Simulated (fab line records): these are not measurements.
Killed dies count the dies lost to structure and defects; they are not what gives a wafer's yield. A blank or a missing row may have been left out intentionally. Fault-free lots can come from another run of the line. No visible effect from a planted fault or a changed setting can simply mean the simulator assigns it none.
Split-lot experiment + flow n5 finfet + on a route of 1938 steps: 7 lots, 39 wafers read

## THE SPLIT ITSELF
At N5_FIN_SAQP_HM_DEP_03 (deposits SiNx from SiH4/NH3/N2, target thk 38 nm, time 33.6 s), the setting time s was moved away from the recipe's 33.6 s on 18 of the 39 wafers read, by -52.4% to +44.6%. For the rest of the wafers, this setting stayed at what the recipe calls for.

## FROM THE SPLIT TO THE READING: what the file shows between them, 4 steps
- N5_FIN_SAQP_THK_MEAS_05
- N5_FIN_SAQP_PECVD_47: deposits a-Si from SiH4/He, target thk 45 nm, time 36.3 s
- N5_FIN_SAQP_PECVD_48: deposits SiNx from SiH4/NH3/N2, target thk 25 nm, time 22.1 s
- N5_FIN_SAQP_MANDREL2_REMOVE_60: chemistry HBr/Cl2/O2, target a-Si, stops on SiNx, bt time 10 s

## THE READING
etch.depth nm (the simulator's own value, which no gauge read), in nm, at N5_FIN_SAQP_HM_OPEN_33 (chemistry CH3F/O2, target SiNx, target depth 49.4 nm, time 70.6 s). The file gives no usual value for it. Average 37.23 nm, standard deviation 0.48 nm, over the 21 wafers here run with the recipe.

| wafer  | tool, chamber at the split | time s as run, s | against the recipe | etch.depth nm, nm | against lot-mates on the recipe |
|--------|----------------------------|------------------|--------------------|-------------------|---------------------------------|
| L078.1 | pecvd-04, 2                | 22.44            | -33.2%             | 23.86             | -14.03                          |
| L078.2 | pecvd-04, 1                | 22.44            | -33.2%             | 24.78             | -13.11                          |
| L078.3 | pecvd-04, 0                | 33.6             | recipe             | 37.51             | -                               |
| L078.4 | pecvd-04, 0                | 33.6             | recipe             | 38.5              | -                               |
| L078.5 | pecvd-04, 1                | 33.6             | recipe             | 37.67             | -                               |
| L078.6 | pecvd-04, 2                | 22.44            | -33.2%             | 24.97             | -12.92                          |
| L079.1 | pecvd-01, 2                | 33.6             | recipe             | 36.8              | -                               |
| L079.2 | pecvd-01, 0                | 33.6             | recipe             | 37.32             | -                               |
| L079.3 | pecvd-01, 1                | 16.01            | -52.4%             | 16.51             | -20.46                          |
| L079.4 | pecvd-01, 1                | 33.6             | recipe             | 36.79             | -                               |
| L079.5 | pecvd-01, 2                | 16.01            | -52.4%             | 17.83             | -19.14                          |
| L079.6 | pecvd-01, 0                | 16.01            | -52.4%             | 17.59             | -19.38                          |
| L080.1 | pecvd-01, 0                | 33.6             | recipe             | 36.73             | -                               |
| L080.2 | pecvd-01, 2                | 22.33            | -33.5%             | 24.33             | -12.73                          |
| L080.3 | pecvd-01, 1                | 22.33            | -33.5%             | 23.74             | -13.32                          |
| L080.4 | pecvd-01, 0                | 22.33            | -33.5%             | 24.43             | -12.63                          |
| L080.5 | pecvd-01, 1                | 33.6             | recipe             | 36.98             | -                               |
| L080.6 | pecvd-01, 2                | 33.6             | recipe             | 37.47             | -                               |
| L081.1 | pecvd-01, 0                | 48.58            | +44.6%             | 54.05             | +16.73                          |
| L081.2 | pecvd-01, 1                | 48.58            | +44.6%             | 52.98             | +15.66                          |
| L081.3 | pecvd-01, 2                | 33.6             | recipe             | 37.31             | -                               |
| L081.4 | pecvd-01, 1                | 33.6             | recipe             | 37.34             | -                               |
| L081.5 | pecvd-01, 0                | 48.58            | +44.6%             | 54.58             | +17.26                          |
| L081.6 | pecvd-01, 2                | 33.6             | recipe             | 37.32             | -                               |
| L083.1 | pecvd-01, 1                | 33.6             | recipe             | 36.42             | -                               |
| L083.2 | pecvd-01, 2                | 33.6             | recipe             | 37.41             | -                               |
| L083.6 | pecvd-01, 0                | 33.6             | recipe             | 37.92             | -                               |
| L096.1 | pecvd-03, 0                | 33.6             | recipe             | 37.25             | -                               |
| L096.2 | pecvd-03, 2                | 46.42            | +38.2%             | 51.27             | +14.18                          |
| L096.3 | pecvd-03, 1                | 33.6             | recipe             | 36.84             | -                               |
| L096.4 | pecvd-03, 1                | 46.42            | +38.2%             | 51.72             | +14.63                          |
| L096.5 | pecvd-03, 2                | 33.6             | recipe             | 37.17             | -                               |
| L096.6 | pecvd-03, 0                | 46.42            | +38.2%             | 53.15             | +16.06                          |
| L097.1 | pecvd-01, 2                | 33.6             | recipe             | 37.23             | -                               |
| L097.2 | pecvd-01, 0                | 38.65            | +15.0%             | 42.28             | +5.24                           |
| L097.3 | pecvd-01, 1                | 33.6             | recipe             | 36.37             | -                               |
| L097.4 | pecvd-01, 2                | 38.65            | +15.0%             | 43.37             | +6.33                           |
| L097.5 | pecvd-01, 1                | 38.65            | +15.0%             | 42.54             | +5.50                           |
| L097.6 | pecvd-01, 0                | 33.6             | recipe             | 37.51             | -                               |

THE FIT
A straight line over all 39 wafers: etch.depth nm changes by +0.381 nm for each +1% of time s; r = +1.00; the points scatter about the line by 0.56 nm.
The same after taking each lot's own level away (the mean of its wafers on the recipe; 39 wafers): +0.382 nm for each +1%; r = +1.00; scatter 0.56 nm.
On that fit, the largest move of time s shifts the reading by 20 nm.
Across the lots, their own levels run from 36.970 to 37.893 nm, a range of 1.9 times the standard deviation given above.
Consequently the slope shifts little with the lot-to-lot level, the two slopes agreeing.
Check: -20 nm against its lot-mates is what the line predicts for one of the wafers moved furthest among these (-52.4%) when that wafer is left out of the fit. Against them it came out at -20.5 nm.

## THE OTHER SPLITS THESE WAFERS WENT THROUGH
Note: prior to the reading, these wafers also went through further splits. Each is held against what the fit with the lots' levels taken away leaves over:
| other split on the same wafers | wafers away from the commonest value | r with etch.depth nm (lot level and that fit taken away) |
|--------------------------------|--------------------------------------|----------------------------------------------------------|
| N5_ZERO_LAYER_PECVD_02 time s  | 15                                   | +0.14                                                    |

## THE WHOLE CHAIN: every reading that the file lists as answering this split, in the file's order
| step                    | what it does                                                      | reading                                                                            | change (the file's fit)               | r (the file's) |
|-------------------------|-------------------------------------------------------------------|------------------------------------------------------------------------------------|---------------------------------------|----------------|
| N5_FIN_SAQP_HM_DEP_03   | deposits SiNx from SiH4/NH3/N2, target thk 38 nm, time 33.6 s     | SiNx_of_FIN_SAQP_HM_DEP_03.thk nm (the simulator's own value, which no gauge read) | +0.382 nm for each +1% of the setting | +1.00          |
| N5_FIN_SAQP_THK_MEAS_05 |                                                                   | thk nm                                                                             | withheld for each +1% of the setting  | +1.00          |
| N5_FIN_SAQP_HM_OPEN_33  | chemistry CH3F/O2, target SiNx, target depth 49.4 nm, time 70.6 s | etch rf on time s                                                                  | withheld for each +1% of the setting  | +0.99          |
| N5_FIN_SAQP_HM_OPEN_33  | chemistry CH3F/O2, target SiNx, target depth 49.4 nm, time 70.6 s | etch.depth nm (the simulator's own value, which no gauge read)                     | +0.382 nm for each +1% of the setting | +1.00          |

## FILE'S OWN FIT
etch.depth nm changes by +0.382 nm for each +1% of time s, r = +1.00.
